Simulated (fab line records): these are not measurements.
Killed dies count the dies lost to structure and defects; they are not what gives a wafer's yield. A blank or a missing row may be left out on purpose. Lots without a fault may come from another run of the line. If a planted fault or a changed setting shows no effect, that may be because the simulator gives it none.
Matching of chambers || flow nandHarc || NHARC_P_BONDPAD_ACTIVATE_29 on rieDiel-12 has 4 sister chambers
The step chemistry N2, time 60 s. 8 wafers are shown with their chamber, then 8 later ones without.

== WAFERS, EACH WITH ITS CHAMBER ==
{"wafer": "L860.6", "chamber": 2, "drypumpMotorCurrentA (A)": 6.2, "showerheadPlenumPTorr (Torr)": 1.86}
{"wafer": "L862.6", "chamber": 1, "drypumpMotorCurrentA (A)": 5.1, "showerheadPlenumPTorr (Torr)": 1.74}
{"wafer": "L867.2", "chamber": 3, "drypumpMotorCurrentA (A)": 6.0, "showerheadPlenumPTorr (Torr)": 1.79}
{"wafer": "L867.6", "chamber": 1, "drypumpMotorCurrentA (A)": 5.1, "showerheadPlenumPTorr (Torr)": 1.73}
{"wafer": "L873.3", "chamber": 0, "drypumpMotorCurrentA (A)": 6.3, "showerheadPlenumPTorr (Torr)": 1.70}
{"wafer": "L873.5", "chamber": 2, "drypumpMotorCurrentA (A)": 6.2, "showerheadPlenumPTorr (Torr)": 1.86}
{"wafer": "L873.6", "chamber": 3, "drypumpMotorCurrentA (A)": 5.9, "showerheadPlenumPTorr (Torr)": 1.79}
{"wafer": "L874.1", "chamber": 0, "drypumpMotorCurrentA (A)": 6.3, "showerheadPlenumPTorr (Torr)": 1.70}

== WAFERS WITH NO CHAMBER GIVEN ==
{"wafer": "L874.4", "drypumpMotorCurrentA (A)": 6.2, "showerheadPlenumPTorr (Torr)": 1.86}
{"wafer": "L874.6", "drypumpMotorCurrentA (A)": 6.3, "showerheadPlenumPTorr (Torr)": 1.70}
{"wafer": "L878.1", "drypumpMotorCurrentA (A)": 5.1, "showerheadPlenumPTorr (Torr)": 1.73}
{"wafer": "L878.3", "drypumpMotorCurrentA (A)": 6.2, "showerheadPlenumPTorr (Torr)": 1.86}
{"wafer": "L878.5", "drypumpMotorCurrentA (A)": 6.3, "showerheadPlenumPTorr (Torr)": 1.70}
{"wafer": "L882.2", "drypumpMotorCurrentA (A)": 5.9, "showerheadPlenumPTorr (Torr)": 1.79}
{"wafer": "L882.5", "drypumpMotorCurrentA (A)": 6.2, "showerheadPlenumPTorr (Torr)": 1.86}
{"wafer": "L882.6", "drypumpMotorCurrentA (A)": 5.9, "showerheadPlenumPTorr (Torr)": 1.79}

== WHICH CHAMBER EACH ONE RAN IN ==
{"wafer": "L874.4", "from the rows above": 2, "in truth": 2}
{"wafer": "L874.6", "from the rows above": 0, "in truth": 0}
{"wafer": "L878.1", "from the rows above": 1, "in truth": 1}
{"wafer": "L878.3", "from the rows above": 2, "in truth": 2}
{"wafer": "L878.5", "from the rows above": 0, "in truth": 0}
{"wafer": "L882.2", "from the rows above": 3, "in truth": 3}
{"wafer": "L882.5", "from the rows above": 2, "in truth": 2}
{"wafer": "L882.6", "from the rows above": 3, "in truth": 3}
Correctly placed: 8 of 8. Not placeable from these rows: 0. Wrongly placed: 0.
How it was worked out, from the rows above alone: a wafer's distance from a chamber is the root of the sum, over the readings, of the square of ((its reading less the chamber's mean) divided by the reading's scatter). If the next closest chamber is less than 2 further off than the closest, the wafer can't be placed; otherwise it belongs to the closest. The mean given for a chamber averages the wafers shown for that chamber. The scatter: the root of (the sum of the squares of (reading less its chamber's mean) over the shown wafers, divided by (wafers less chambers)).
